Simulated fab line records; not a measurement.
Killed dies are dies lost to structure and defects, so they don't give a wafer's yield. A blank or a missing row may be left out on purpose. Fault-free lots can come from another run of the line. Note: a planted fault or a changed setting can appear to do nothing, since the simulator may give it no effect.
fab line records	flow n5_finfet
[record] lots = 6	wafers = 17	last_day = 17
route steps=1938 shown BEOL_M0@721 BEOL_M4@1111
lots untouched by any fault: they come from a run of this same line in which no faults occurred
start_h: start of the lot's first displayed wafer, in hours after the record's first day	wait_h: hours elapsed since this lot's preceding step	" as in the row above	L1.1+2: a row that stands for several wafers	- no value, or no start was given	* or withheld: withheld	< > ~ a bound
route shown NAME@n: a module of which the file shows steps, and the number in the route of the first	usual: mean/standard deviation taken from wafers without a fault	same: alike in all rows	chamber/n: place in a boat	sites: readings site by site	_std_site: the standard deviation of these	_edge_site: the outer-site mean with the inner-site mean subtracted	radius_mm: for every site, how far away it sits from the centre of the wafer	mask NAME#n: copy n	behind: the tool/chamber that last shaped the wafer	hold: what put the lot on hold/how long, in hours/how the hold closed	device: names the non-switching transistor (n, p or np)	end of line: the same wafers' tests at the end of the route	a step given without rows: its recipe and nothing more	killed: at the first sort, the dies lost to defects and structure; wafer yield is something else	map: per-die view of a wafer (x killed, . not killed, _ where there is no die)
set.NAME: the setting that was run; set.NAME@STEP: the one run at that earlier step	model.NAME: the simulator's own value behind a step, which no gauge read
a table for each step, a row for each wafer; lots at some steps of the route
services: the hour from which a tool's chamber was out of use, counted from the record's first day as start_h (under 0 if before that day), plus the number of hours and why
[[steps]]
[step N5_BEOL_M0_TRENCH_ETCH_107]
[recipe] chemistry = C4F6/O2	target_depth_a = 328	target = SiOC	time_s = 16.4	ion_energy_ev = 250	pressure_mtorr = 30	source_w = 355	bias_w = 185	Ar_flow_sccm = 300	C4F6_flow_sccm = 10	O2_flow_sccm = 10
[step N5_BEOL_M0_STRIP_142]
[recipe] chemistry = N2/H2	time_s = 10	power_w = 450	temp_c = 40	pressure_mtorr = 20	rf_frequency_hz = 6e+07	bias_power_w = 7	n2_flow_sccm = 200	h2_flow_sccm = 200
[usual] drypump_motor_current_A = 5.8/0.46	oes_product_au = 0.79/0.099	rf_vpp_V = 59.1/0.86	showerhead_plenum_p_Torr = 2.57/0.097	throttle_valve_pct = 23.7/0.34
lot.wafer	tool	chamber	start_h	wait_h	drypump_motor_current_A	oes_product_au	rf_hours_counter_h	rf_vpp_V	showerhead_plenum_p_Torr	throttle_valve_pct
L289.2	rie_diel-05	3	131.67	0.0	4.8	0.71	178	58.4	2.64	23.7
L289.5	"	3	"	"	4.8	0.71	-	59.5	2.64	23.7
L289.6	"	1	"	"	5.2	0.85	-	59.6	2.59	24.0
L294.3	rie_diel-02	2	157.86	0.0	5.9	0.74	183	60.4	2.63	23.6
L294.4	"	2	"	"	5.9	0.74	-	58.9	2.63	23.6
L294.6	"	3	"	"	5.8	0.68	-	58.8	2.51	23.6
L305.1	rie_diel-02	1	223.04	0.0	6.6	0.80	95	59.8	2.67	23.4
L305.4	"	2	"	"	5.9	0.71	-	58.9	2.62	23.7
L305.6	"	0	"	"	6.4	0.73	-	58.3	2.52	23.3
L306.3	rie_diel-05	2	237.93	0.0	5.6	0.88	32	58.4	2.70	23.4
L306.6	"	2	"	"	5.5	0.88	-	59.6	2.70	23.4
L308.1	rie_diel-02	2	252.24	0.0	5.9	0.70	220	57.9	2.62	23.7
L308.5	"	1	"	"	6.6	0.78	-	59.7	2.67	23.4
L308.6	"	2	"	"	5.9	0.70	-	58.9	2.62	23.7
L309.1	rie_diel-02	1	257.57	0.0	6.5	0.79	108	60.3	2.67	23.4
L309.2	"	0	"	"	6.4	0.71	202	59.8	2.51	23.3
L309.6	"	2	"	"	5.9	0.70	-	59.1	2.62	23.7
[step N5_BEOL_M0_OCD_MEAS_108]
[usual] trench_depth_nm = 32.7/0.61
lot.wafer	tool	chamber	start_h	wait_h	trench_depth_nm
L289.2	ocd-02	-	131.75	0.1	31.6
L289.5	"	-	"	"	32.2
L289.6	"	-	"	"	33.0
L294.3	ocd-01	-	157.95	0.1	32.2
L294.4	"	-	"	"	33.1
L294.6	"	-	"	"	32.0
L305.1	ocd-01	-	223.12	0.1	33.3
L305.4	"	-	"	"	32.1
L305.6	"	-	"	"	32.7
L306.3	ocd-01	-	238.02	0.1	32.9
L306.6	"	-	"	"	32.8
L308.1	ocd-02	-	252.32	0.1	32.3
L308.5	"	-	"	"	32.3
L308.6	"	-	"	"	31.8
L309.1	ocd-02	-	257.65	0.1	32.8
L309.2	"	-	"	"	32.4
L309.6	"	-	"	"	31.6
[step N5_BEOL_M0_HM_STRIP_129]
[recipe] chemistry = peroxide_tin_strip	material = TiN	target_depth_a = 170	temp_c = 50	time_s = 108
[step N5_BEOL_M0_SRD_130]
[recipe] time_s = 30	temp_c = 23	rinse_liquid = diw	dry = ipa_marangoni
[step N5_BEOL_M0_ETCH_109]
[recipe] chemistry = CH3F/O2	target_depth_a = 80	overetch_a = 24	target = SiCN	time_s = 27.4	ion_energy_ev = 120	pressure_mtorr = 30	source_w = 395	bias_w = 75	Ar_flow_sccm = 150	CH3F_flow_sccm = 30	O2_flow_sccm = 20
[usual] drypump_motor_current_A = 5.7/0.44	oes_product_au = 0.68/0.077	rf_vpp_V = 297.9/1.8	showerhead_plenum_p_Torr = 2.03/0.078	throttle_valve_pct = 16.31/0.26
lot.wafer	tool	chamber	start_h	wait_h	drypump_motor_current_A	oes_product_au	rf_hours_counter_h	rf_vpp_V	showerhead_plenum_p_Torr	throttle_valve_pct
L289.2	rie_diel-02	3	131.87	0.0	5.8	0.59	215	299.0	1.98	16.39
L289.5	"	3	"	"	5.8	0.59	-	297.1	1.98	16.37
L289.6	"	2	"	"	5.9	0.66	-	297.7	2.07	16.23
L294.3	rie_diel-02	3	158.06	0.0	5.7	0.60	225	296.4	1.97	16.40
L294.4	"	3	"	"	5.7	0.60	-	295.9	1.97	16.40
L294.6	"	2	"	"	5.9	0.63	-	297.8	2.07	16.23
L305.1	rie_diel-06	3	223.23	0.0	5.8	0.70	54	299.4	2.12	16.14
L305.4	"	1	"	"	5.9	0.80	18	298.3	2.13	16.44
L305.6	"	2	"	"	5.1	0.60	-	293.9	1.90	16.68
L306.3	rie_diel-02	1	238.36	0.3	6.6	0.69	102	298.0	2.09	16.03
L306.6	"	3	"	"	5.7	0.87	-	296.1	1.96	15.96
L308.1	rie_diel-02	3	252.44	0.0	5.8	0.83	5	294.6	1.96	15.98
L308.5	"	2	"	"	5.9	0.62	-	297.6	2.06	16.31
L308.6	"	3	"	"	5.8	0.83	-	297.0	1.96	15.98
L309.1	rie_diel-05	1	257.92	0.2	5.2	0.67	106	297.7	2.01	16.55
L309.2	"	0	"	"	5.9	0.73	54	295.7	1.95	15.93
L309.6	"	1	"	"	5.2	0.68	-	296.6	2.01	16.57
[step N5_BEOL_M0_STRIP_139]
[recipe] chemistry = post_etch_residue_remover	time_s = 60	temp_c = 25	remover_ph = withheld	remover_water_wt_pct = withheld	remover_fluoride_wt_pct = withheld
[step N5_BEOL_M0_SRD_111]
[recipe] time_s = 30	temp_c = 23	rinse_liquid = diw	dry = ipa_marangoni
[step N5_BEOL_M0_DEGAS_112]
[recipe] ambient = vacuum	temp_c = 250	time_s = 60
[usual] heater_power_w = 317/30
lot.wafer	tool	chamber	start_h	wait_h	heater_power_w
L289.2	pvd_sputter-01	-	132.04	0.0	322
L289.5	"	-	"	"	265
L289.6	"	-	"	"	313
L294.3	pvd_sputter-02	-	158.42	0.2	320
L294.4	"	-	"	"	324
L294.6	"	-	"	"	366
L305.1	pvd_sputter-01	-	223.76	0.4	324
L305.4	"	-	"	"	272
L305.6	"	-	"	"	344
L306.3	pvd_sputter-01	-	238.73	0.2	317
L306.6	"	-	"	"	311
L308.1	pvd_sputter-01	-	252.95	0.4	351
L308.5	"	-	"	"	321
L308.6	"	-	"	"	319
L309.1	pvd_sputter-02	-	258.74	0.7	287
L309.2	"	-	"	"	327
L309.6	"	-	"	"	276
[step N5_BEOL_M0_PRE_CLEAN_113]
[recipe] gas = H2/He	time_s = 30	temp_c = 250
[step N5_BEOL_M0_ALD_136]
[recipe] material = TaN	target_thk_a = *	temp_c = 275	ald_precursor_family = PDMAT	ald_co_reactant = NH3	pressure_torr = 3	carrier_flow_sccm = 1500	pulse_time_s = 2	purge_time_s = 3	co_reactant_purge_time_s = 2	co_reactant_pulse_time_s = 3	ald_cycles = 30	precursor_vessel_temp_c = 75	precursor_vessel_pressure_torr = 26.25	precursor_vessel_carrier_sccm = 1000
[usual] heater_power_w = 407/36	mfc_carrier_sccm = 1500/4.3	precursor_vessel_pressure_torr = 26.25/0.055
lot.wafer	tool	chamber	start_h	wait_h	heater_power_w	mfc_carrier_sccm	precursor_vessel_pressure_torr
L289.2	ald_metal-03	1	132.14	0.0	419	1499	26.15
L289.5	"	2	"	"	360	1497	26.25
L289.6	"	1	"	"	433	1505	26.23
L294.3	ald_metal-03	2	158.54	0.1	356	1504	26.13
L294.4	"	1	"	"	444	1499	26.27
L294.6	"	1	"	"	436	1500	26.23
L305.1	ald_metal-01	1	223.86	0.0	398	1505	26.24
L305.4	"	2	"	"	421	1494	26.24
L305.6	"	0	"	"	480	1500	26.27
L306.3	ald_metal-01	0	238.83	0.0	475	1501	26.26
L306.6	"	2	"	"	423	1499	26.12
L308.1	ald_metal-03	0	253.08	0.1	430	1497	26.26
L308.5	"	0	"	"	443	1503	26.34
L308.6	"	3	"	"	414	1495	26.27
L309.1	ald_metal-02	1	258.86	0.1	396	1505	26.17
L309.2	"	3	"	"	381	1496	26.24
L309.6	"	0	"	"	361	1498	26.14
[step N5_BEOL_M0_SURFACE_TREAT_137]
[recipe] gas = Ar	time_s = *	ion_energy_ev = *	ion_current_ma_cm2 = 0.5	pressure_mtorr = *	ar_flow_sccm = 30
[step N5_BEOL_M0_CVD_115]
[recipe] material = Co	target_thk_a = *	temp_c = withheld	precursor = CCTBA/H2	pressure_torr = 30	time_s = 120
[usual] run_length_s = 142.7/0.68
lot.wafer	tool	chamber	start_h	wait_h	run_length_s
L289.2	cvd_co-01	0	132.71	0.3	142.7
L289.5	"	0	"	"	142.5
L289.6	"	2	"	"	143.4
L294.3	cvd_co-02	0	158.86	0.1	143.7
L294.4	"	2	"	"	142.6
L294.6	"	1	"	"	141.4
L305.1	cvd_co-02	1	224.35	0.2	108.4
L305.4	"	2	"	"	142.7
L305.6	"	0	"	"	143.8
L306.3	cvd_co-02	1	239.13	0.0	108.1
L306.6	"	2	"	"	143.1
L308.1	cvd_co-01	2	253.41	0.1	142.9
L308.5	"	2	"	"	142.6
L308.6	"	0	"	"	142.9
L309.1	cvd_co-01	1	259.18	0.0	142.2
L309.2	"	0	"	"	142.6
L309.6	"	0	"	"	143.4
[step N5_BEOL_M0_SPUTTER_116]
[recipe] material = Cu	target_thk_a = 40	temp_c = -20	chamber_pressure_pa = 0.07	power_w = withheld	time_s = 7.37
[usual] throttle_valve_pct = 29.9/0.82
lot.wafer	tool	chamber	start_h	wait_h	throttle_valve_pct
L289.2	pvd_sputter-03	-	134.30	1.5	30.0
L289.5	"	-	"	"	29.8
L289.6	"	-	"	"	30.7
L294.3	pvd_sputter-02	-	158.98	0.1	28.9
L294.4	"	-	"	"	29.0
L294.6	"	-	"	"	28.9
L305.1	pvd_sputter-03	-	224.54	0.1	30.0
L305.4	"	-	"	"	29.6
L305.6	"	-	"	"	30.6
L306.3	pvd_sputter-01	-	239.31	0.1	30.8
L306.6	"	-	"	"	28.9
L308.1	pvd_sputter-01	-	253.65	0.2	29.1
L308.5	"	-	"	"	29.0
L308.6	"	-	"	"	30.1
L309.1	pvd_sputter-02	-	259.36	0.1	28.9
L309.2	"	-	"	"	28.7
L309.6	"	-	"	"	28.7
[step N5_BEOL_M4_RC_MEAS_101]
[usual] DIBL_N = 35.9/1.4	DIBL_P = 35.9/1.7	IOFF_N = 0.155/0.023	IOFF_P = 0.201/0.029	ION_N = 672/8.8	ION_P = 460/7	SS_N = 71.6/0.48	SS_P = 73.1/0.64	VT_N = 250.0/3	VT_P = -251.6/3
lot.wafer	tool	chamber	start_h	wait_h	DIBL_N[mV/V]	DIBL_P[mV/V]	IOFF_N[nA/um]	IOFF_P[nA/um]	ION_N[uA/um]	ION_P[uA/um]	SS_N[mV/dec]	SS_P[mV/dec]	VT_N[mV]	VT_P[mV]
L289.2	prober-02	0	183.09	0.2	34.8	33.7	0.131	0.188	665	462	71.6	71.9	254.0	-249.1
L289.5	"	0	"	"	35.7	34.9	0.139	0.206	666	462	71.8	73.1	251.4	-247.9
L289.6	"	0	"	"	36.3	36.9	0.167	0.238	673	464	71.9	73.9	247.6	-244.8
L294.3	prober-02	0	217.06	0.3	34.9	34.5	0.138	0.151	662	449	71.9	72.6	251.5	-256.6
L294.4	"	0	"	"	34.7	34.5	0.136	0.155	658	443	71.7	72.0	255.2	-257.3
L294.6	"	0	"	"	36.6	36.0	0.159	0.171	664	444	72.0	73.5	250.5	-255.5
L305.1	prober-02	0	279.19	0.0	35.4	36.6	0.148	0.165	675	452	71.8	73.7	249.8	-256.4
L305.4	"	0	"	"	36.1	37.0	0.154	0.164	658	448	71.5	73.5	250.7	-257.2
L305.6	"	0	"	"	36.8	38.1	0.162	0.180	674	457	72.1	73.0	249.6	-258.8
L306.3	prober-01	0	287.25	0.3	35.0	36.3	0.146	0.193	669	458	71.9	73.5	250.7	-253.0
L306.6	"	0	"	"	35.4	36.6	0.149	0.199	668	461	72.8	73.7	250.8	-250.6
L308.1	prober-01	0	304.23	0.0	35.2	36.3	0.178	0.210	670	457	71.9	73.7	245.9	-247.7
L308.5	"	0	"	"	34.9	35.6	0.163	0.206	677	464	71.5	73.9	247.7	-251.7
L308.6	"	0	"	"	34.4	35.6	0.162	0.198	666	454	71.1	73.4	247.2	-248.7
L309.1	prober-01	0	305.76	0.2	36.1	34.9	0.146	0.175	668	452	71.7	73.5	250.2	-255.3
L309.2	"	0	"	"	34.4	33.7	0.118	0.161	665	456	71.0	73.4	254.4	-255.5
L309.6	"	0	"	"	35.7	35.3	0.139	0.182	662	452	71.7	73.2	252.2	-253.5
[[services]]
tool	chamber	start_h	hours	kind
cvd_co-02	2	110.89	11.5	repair
cvd_co-01	1	116.18	24.8	repair
rie_diel-05	2	118.45	-	clean
rie_diel-05	2	118.45	-	consumable_replace:focus_ring
rie_diel-05	2	118.45	-	consumable_replace:showerhead
rie_diel-05	2	118.45	17.9	scheduled_down
rie_diel-05	2	118.45	17.9	vent_cycle
cvd_co-02	1	122.41	-	clean
cvd_co-02	1	122.41	22.0	scheduled_down
cvd_co-02	1	122.41	22.0	vent_cycle
ald_metal-01	-	143.31	0.9	repair
rie_diel-06	1	170.03	-	clean
rie_diel-06	1	170.03	-	consumable_replace:focus_ring
rie_diel-06	1	170.03	-	consumable_replace:showerhead
rie_diel-06	1	170.03	12.2	scheduled_down
ald_metal-01	-	184.87	0.9	repair
rie_diel-06	0	200.31	15.8	repair
ald_metal-03	-	203.37	8.7	pm
rie_diel-02	3	221.54	-	clean
rie_diel-02	3	221.54	-	consumable_replace:focus_ring
cvd_co-01	-	228.17	6.0	pm
ald_metal-03	-	247.14	0.3	repair
ald_metal-02	-	248.30	8.7	pm
ald_metal-01	1	250.81	2.9	repair
[[key]]
[first_sign] step = N5_BEOL_M0_CVD_115	reading = run_length_s	direction = down	sigmas = 51	usual = *	struck = *
effect none on later readings
met_at N5_BEOL_M0_CVD_115
struck_wafers L305.1,L306.3
sort_left_out L305.1,L306.3
onset_between 158.86 224.35
[fault] kind = process_parameter_drift	tool = cvd_co-02	chamber = -	onset_h = 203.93	steps = N5_BEOL_M0_CVD_115	channel = time_s	offset = *	shape = step	end_h = 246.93	scope = struck_wafers_only	acts_in = *	stated = *
// sort_left_out: the simulated sort isn't trusted on such a fault, so these wafers' sort isn't shown, and their yield isn't known
